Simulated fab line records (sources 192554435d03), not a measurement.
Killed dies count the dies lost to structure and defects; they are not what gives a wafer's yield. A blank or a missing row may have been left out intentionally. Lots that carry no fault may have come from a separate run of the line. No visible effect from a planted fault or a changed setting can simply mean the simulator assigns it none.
Which of the tools did it? -- flow n5Finfet -- Sampling: 21 lots, 63 wafers, 5 of 1938 route steps

WHAT EACH GAUGE READ, for each wafer
N5_BEOL_M8_THK_MEAS_01.
lot,measured,on,M8_ILD_THK (nm)
L074,day 9 04:56,filmMetro-02,152.4 152.8 155.1
L075,day 9 16:59,filmMetro-02,152.5 153.6 154.9
L076,day 10 01:03,filmMetro-02,155.9 156.9 156.1
L077,day 10 05:54,filmMetro-02,155.0 154.2 155.2
L078,day 10 11:25,filmMetro-01,153.8 156.1 156.2
L079,day 10 18:47,filmMetro-01,154.8 155.4 157.1
L080,day 11 00:33,filmMetro-02,152.7 155.7 156.4
L084,day 11 07:45,filmMetro-02,156.7 156.5 158.8
L082,day 11 13:47,filmMetro-02,157.2 154.1 159.0
L083,day 11 21:58,filmMetro-02,156.0 158.6 159.0
L085,day 12 07:26,filmMetro-02,156.2 159.8 159.5
L086,day 12 07:07,filmMetro-02,152.7 157.4 157.6
L087,day 12 22:21,filmMetro-02,153.9 158.5 158.0
L088,day 13 01:43,filmMetro-01,155.1 154.5 158.9
L090,day 13 05:55,filmMetro-02,153.9 155.7 157.3
L091,day 15 11:18,filmMetro-02,154.3 154.7 155.2
L092,day 13 19:17,filmMetro-01,154.4 155.3 152.3
L095,day 14 02:35,filmMetro-02,152.4 151.6 154.8
L094,day 14 14:41,filmMetro-02,155.4 153.1 154.1
L096,day 14 18:17,filmMetro-01,150.4 152.6 155.1
L097,day 14 23:23,filmMetro-02,152.4 153.4 155.0

EACH LOT AND THE TOOL THAT RAN IT (in order: tool; ch and the chambers of the sampled wafers; start)
lot,N5_BEOL_M7_DESCUM_16,N5_BEOL_M7_DESCUM_33,N5_BEOL_M7_ETCH_41,N5_BEOL_M7_CMP_52
L074,"rieDiel-04 ch 0,1,2, day 8 22:43","rieDiel-05 ch 0,1,2, day 9 01:01","rieDiel-05 ch 0,1,2, day 9 03:52 or earlier","cmp-03 ch 1,2,3, day 9 03:52"
L075,"rieDiel-05 ch 0,1,2, day 9 09:31","rieDiel-04 ch 0,1,2, day 9 13:16","rieDiel-04 ch 0,1,2, day 9 15:54 or earlier","cmp-02 ch 1,3, day 9 15:54"
L076,"rieDiel-04 ch 0,1,2, day 9 19:23","rieDiel-04 ch 1,2, day 9 20:26","rieDiel-04 ch 1,2, day 9 23:59 or earlier","cmp-01 ch 0,3, day 9 23:59"
L077,"rieDiel-04 ch 1,2,3, day 9 23:49","rieDiel-05 ch 0,1, day 10 02:07","rieDiel-05 ch 0,1, day 10 04:53 or earlier","cmp-03 ch 1,2,3, day 10 04:53"
L078,"rieDiel-04 ch 2,3, day 10 03:23","rieDiel-05 ch 0,2,3, day 10 06:18","rieDiel-05 ch 0,2,3, day 10 10:14 or earlier","cmp-02 ch 1,3, day 10 10:14"
L079,"rieDiel-05 ch 0,1,2, day 10 14:00","rieDiel-03 ch 0,2,3, day 10 14:58","rieDiel-03 ch 0,2,3, day 10 17:47 or earlier","cmp-02 ch 0,1,2, day 10 17:47"
L080,"rieDiel-03 ch 0,1,3, day 10 18:20","rieDiel-05 ch 1,2,3, day 10 21:15","rieDiel-05 ch 1,2,3, day 10 23:35 or earlier","cmp-03 ch 0,2,3, day 10 23:35"
L084,"rieDiel-05 ch 0,1,2, day 11 02:44","rieDiel-04 ch 1,3, day 11 04:22","rieDiel-04 ch 1,3, day 11 06:39 or earlier","cmp-02 ch 1,2,3, day 11 06:39"
L082,"rieDiel-05 ch 1,2, day 11 07:23","rieDiel-04 ch 0,2,3, day 11 08:31","rieDiel-04 ch 0,2,3, day 11 12:31 or earlier","cmp-03 ch 0,1,3, day 11 12:31"
L083,"rieDiel-03 ch 0,3, day 11 17:05","rieDiel-04 ch 0,1, day 11 18:31","rieDiel-04 ch 0,1, day 11 20:52 or earlier","cmp-02 ch 1,2,3, day 11 20:52"
L085,"rieDiel-05 ch 0,2, day 12 02:13","rieDiel-03 ch 0,1,3, day 12 03:48","rieDiel-03 ch 0,1,3, day 12 06:24 or earlier","cmp-03 ch 0,1, day 12 06:24"
L086,"rieDiel-03 ch 2,3, day 12 02:25","rieDiel-03 ch 0,2,3, day 12 03:24","rieDiel-03 ch 0,2,3, day 12 06:05 or earlier","cmp-02 ch 2,3, day 12 06:05"
L087,"rieDiel-04 ch 1,2,3, day 12 15:51","rieDiel-03 ch 1,3, day 12 17:44","rieDiel-03 ch 1,3, day 12 21:17 or earlier","cmp-02 ch 1,3, day 12 21:17"
L088,"rieDiel-03 ch 1,3, day 12 18:59","rieDiel-05 ch 1,2, day 12 20:49","rieDiel-05 ch 1,2, day 13 00:39 or earlier","cmp-02 ch 0,1, day 13 00:39"
L090,"rieDiel-04 ch 0,1,3, day 13 00:42","rieDiel-05 ch 0,1,2, day 13 01:56","rieDiel-05 ch 0,1,2, day 13 04:51 or earlier","cmp-01 ch 0,1,3, day 13 04:51"
L091,"rieDiel-04 ch 1,3, day 13 06:50","rieDiel-04 ch 0,3, day 13 08:58","rieDiel-04 ch 0,3, day 15 10:14 or earlier","cmp-02 ch 0,3, day 15 10:14"
L092,"rieDiel-05 ch 0,2,3, day 13 14:49","rieDiel-05 ch 0,3, day 13 15:50","rieDiel-05 ch 0,3, day 13 18:15 or earlier","cmp-03 ch 0,1, day 13 18:15"
L095,"rieDiel-03 ch 0,2,3, day 13 20:20","rieDiel-03 ch 0,1,3, day 13 23:24","rieDiel-03 ch 0,1,3, day 14 01:30 or earlier","cmp-01 ch 1,2,3, day 14 01:30"
L094,"rieDiel-03 ch 0,1,3, day 14 07:52","rieDiel-03 ch 1,2,3, day 14 09:37","rieDiel-03 ch 1,2,3, day 14 13:20 or earlier","cmp-01 ch 0,1,2, day 14 13:20"
L096,"rieDiel-05 ch 0,2,3, day 14 11:55","rieDiel-05 ch 0,2,3, day 14 13:45","rieDiel-05 ch 0,2,3, day 14 16:45 or earlier","cmp-03 ch 0,1,2, day 14 16:45"
L097,"rieDiel-05 ch 0,1,3, day 14 18:03","rieDiel-05 ch 1,2,3, day 14 19:44","rieDiel-05 ch 1,2,3, day 14 22:18 or earlier","cmp-03 ch 0,3, day 14 22:18"
- N5_BEOL_M7_DESCUM_16: chemistry O2, time 7.9 s.
- N5_BEOL_M7_DESCUM_33: chemistry O2, time 7 s.
- N5_BEOL_M7_ETCH_41: etches SiCN in CH3F/O2, target depth 31.9 nm, time 57.8 s.
- N5_BEOL_M7_CMP_52: polishes, stops on SiCOH lowk, t overpolish 6.9 s, target thk 80 nm.

AS READ BY THE TOOLS THEMSELVES (means over the sampled wafers that have a number; for cases with no such wafer, the mark the record gives instead)
N5_BEOL_M7_DESCUM_16.
lot,tool,biasPowerW (W),drypumpMotorCurrentA (A),oesProductAu (a.u.),rfVppV (V),showerheadPlenumPTorr (Torr),tempC (C),throttleValvePct (%)
L074,rieDiel-04,19.98,5.4,0.78,243.3,2.09,40.08,20.43
L075,rieDiel-05,20.01,5.7,0.86,244.5,2.15,39.99,20.42
L076,rieDiel-04,20.04,5.5,0.77,243.2,2.09,39.95,20.45
L077,rieDiel-04,20.03,5.4,0.77,243.0,2.06,39.98,20.44
L078,rieDiel-04,20.01,5.2,0.73,243.7,2.10,39.94,20.26
L079,rieDiel-05,20.00,5.7,0.85,243.7,2.15,39.99,20.42
L080,rieDiel-03,20.01,5.8,0.79,244.6,2.10,40.16,20.50
L084,rieDiel-05,20.01,5.7,0.83,245.1,2.15,40.04,20.44
L082,rieDiel-05,20.06,5.4,0.84,244.7,2.21,39.96,20.34
L083,rieDiel-03,20.05,5.8,0.84,244.5,2.17,40.00,20.51
L085,rieDiel-05,19.90,6.0,0.83,243.4,2.09,40.01,20.59
L086,rieDiel-03,20.07,6.1,0.86,245.0,2.18,39.97,20.40
L087,rieDiel-04,20.01,5.4,0.74,242.7,2.06,40.05,20.47
L088,rieDiel-03,19.95,6.0,0.77,243.2,2.07,39.97,20.49
L090,rieDiel-04,20.01,5.9,0.76,242.1,2.03,39.94,20.52
L091,rieDiel-04,20.07,5.8,0.74,241.9,2.00,40.04,20.52
L092,rieDiel-05,19.97,5.7,0.85,242.8,2.09,40.03,20.37
L095,rieDiel-03,20.05,5.9,0.80,243.7,2.13,40.05,20.45
L094,rieDiel-03,20.00,5.8,0.76,242.8,2.09,39.82,20.55
L096,rieDiel-05,19.96,5.7,0.85,243.0,2.09,40.08,20.39
L097,rieDiel-05,20.01,5.7,0.84,243.4,2.09,40.06,20.34

N5_BEOL_M7_DESCUM_33.
lot,tool,biasPowerW (W),drypumpMotorCurrentA (A),oesProductAu (a.u.),rfVppV (V),showerheadPlenumPTorr (Torr),tempC (C),throttleValvePct (%)
L074,rieDiel-05,19.99,5.7,0.86,243.2,2.15,39.79,20.41
L075,rieDiel-04,20.00,5.4,0.77,244.3,2.09,39.99,20.44
L076,rieDiel-04,20.04,5.2,0.80,243.2,2.07,39.96,20.56
L077,rieDiel-05,20.05,5.7,0.86,244.2,2.15,39.94,20.37
L078,rieDiel-05,19.98,5.7,0.80,242.9,2.10,39.91,20.46
L079,rieDiel-03,20.00,5.9,0.83,243.5,2.14,39.99,20.41
L080,rieDiel-05,20.01,5.3,0.80,244.4,2.16,40.05,20.32
L084,rieDiel-04,19.94,5.8,0.76,242.0,2.00,39.93,20.51
L082,rieDiel-04,20.01,5.7,0.72,242.6,2.08,40.10,20.34
L083,rieDiel-04,19.88,6.0,0.75,243.3,2.06,40.00,20.53
L085,rieDiel-03,19.97,5.8,0.77,242.0,2.10,40.14,20.53
L086,rieDiel-03,19.96,5.9,0.81,242.6,2.14,40.01,20.43
L087,rieDiel-03,20.01,6.0,0.76,242.8,2.07,40.03,20.49
L088,rieDiel-05,19.97,5.4,0.82,244.9,2.20,39.96,20.32
L090,rieDiel-05,19.99,5.7,0.82,244.6,2.14,39.99,20.44
L091,rieDiel-04,20.00,6.2,0.71,242.7,2.05,39.84,20.42
L092,rieDiel-05,19.98,5.7,0.91,242.0,2.04,40.05,20.23
L095,rieDiel-03,20.04,5.8,0.77,243.0,2.09,40.02,20.54
L094,rieDiel-03,20.07,6.1,0.79,242.2,2.10,39.93,20.43
L096,rieDiel-05,19.95,5.7,0.84,244.3,2.09,39.92,20.38
L097,rieDiel-05,19.93,5.3,0.84,244.3,2.15,39.84,20.25

N5_BEOL_M7_ETCH_41.
lot,tool,drypumpMotorCurrentA (A),oesProductAu (a.u.),rfVppV (V),showerheadPlenumPTorr (Torr),throttleValvePct (%)
L074,rieDiel-05,5.7,0.86,298.4,2.06,16.24
L075,rieDiel-04,5.5,0.77,297.8,2.00,16.35
L076,rieDiel-04,5.2,0.80,296.5,1.99,16.46
L077,rieDiel-05,5.6,0.87,297.6,2.06,16.24
L078,rieDiel-05,5.7,0.80,297.0,2.01,16.33
L079,rieDiel-03,5.9,0.82,297.4,2.05,16.34
L080,rieDiel-05,5.3,0.80,298.5,2.06,16.21
L084,rieDiel-04,5.8,0.76,296.5,1.91,16.39
L082,rieDiel-04,5.7,0.72,296.6,1.98,16.27
L083,rieDiel-04,6.0,0.75,296.4,1.97,16.40
L085,rieDiel-03,5.8,0.78,297.0,2.01,16.46
L086,rieDiel-03,5.9,0.82,298.2,2.04,16.37
L087,rieDiel-03,6.0,0.76,296.5,1.98,16.41
L088,rieDiel-05,5.3,0.83,299.1,2.10,16.17
L090,rieDiel-05,5.7,0.83,297.2,2.04,16.30
L091,rieDiel-04,6.2,0.70,296.0,1.95,16.32
L092,rieDiel-05,5.6,0.90,295.3,1.96,16.11
L095,rieDiel-03,5.8,0.76,295.3,2.00,16.49
L094,rieDiel-03,6.0,0.78,297.5,2.01,16.34
L096,rieDiel-05,5.7,0.84,297.8,2.00,16.24
L097,rieDiel-05,5.3,0.84,298.4,2.05,16.11

N5_BEOL_M7_CMP_52.
lot,tool,barrierFieldEndpointS (s),edgeZonePressureFrac,motorCurrentA (A),overpolishRunS (s),padLifeWafers,retainingRingPressureFrac,timeToEndpointS (s)
L074,cmp-03,29.2,1.002,6.6,6.900,1315,0.994,63.3
L075,cmp-02,28.8,0.998,6.3,6.900,1694,1.005,61.5
L076,cmp-01,29.2,0.997,7.8,6.899,590,0.999,64.5
L077,cmp-03,28.7,0.998,6.5,6.905,1526,1.000,65.3
L078,cmp-02,29.1,0.998,6.0,6.903,1807,1.003,63.0
L079,cmp-02,28.1,1.001,6.5,6.900,1862,0.997,59.5
L080,cmp-03,29.5,1.002,6.3,6.895,1689,0.998,67.7
L084,cmp-02,29.6,0.998,6.3,6.897,1957,1.003,62.6
L082,cmp-03,28.8,1.000,5.9,6.900,1796,1.001,62.6
L083,cmp-02,28.3,1.005,6.3,6.905,2060,0.997,59.4
L085,cmp-03,30.0,1.003,6.2,6.904,1945,0.997,63.4
L086,cmp-02,28.8,1.007,6.4,6.903,26,1.001,64.3
L087,cmp-02,28.8,0.997,6.3,6.901,205,0.995,61.1
L088,cmp-02,27.8,0.999,6.5,6.914,260,1.002,57.7
L090,cmp-01,29.4,0.999,7.3,6.904,1082,0.999,62.3
L091,cmp-02,28.5,0.997,5.8,6.907,660,1.001,60.6
L092,cmp-03,29.4,0.999,6.0,6.903,211,1.002,65.9
L095,cmp-01,28.9,1.001,6.5,6.897,1273,1.000,61.9
L094,cmp-01,28.5,1.000,6.2,6.912,1375,0.996,62.8
L096,cmp-03,29.4,1.001,6.3,6.903,374,0.997,65.0
L097,cmp-03,30.0,0.997,5.7,6.899,450,0.999,64.5

THE ANSWER, worked out from the rows above alone
Rule: the lots themselves supply what counts as usual. Put in order of their means at a reading, lots are off if they are a third of the lots or fewer, leave a main group of 4 or more, and stand apart from it by a gap of 3 or more times the standard deviation of the main group's means; of several such gaps the widest counts. If all means in a main group match to the digits the tables above print for the reading, that group is not used. Also off: a lot with no number at a reading for which 4 or more lots have one. The other lots that the step has rows for count as sound. After the gauges, taken in route order, come the tools' own readings; for these a lot's mean is taken, as printed above. The first step at which some lot is off is used, and at that step the reading that is off furthest; a lot without a number counts as furthest.
No lot is off at any reading shown: from this, nothing can be told.

WHAT WAS PUT IN BY THE SIMULATOR
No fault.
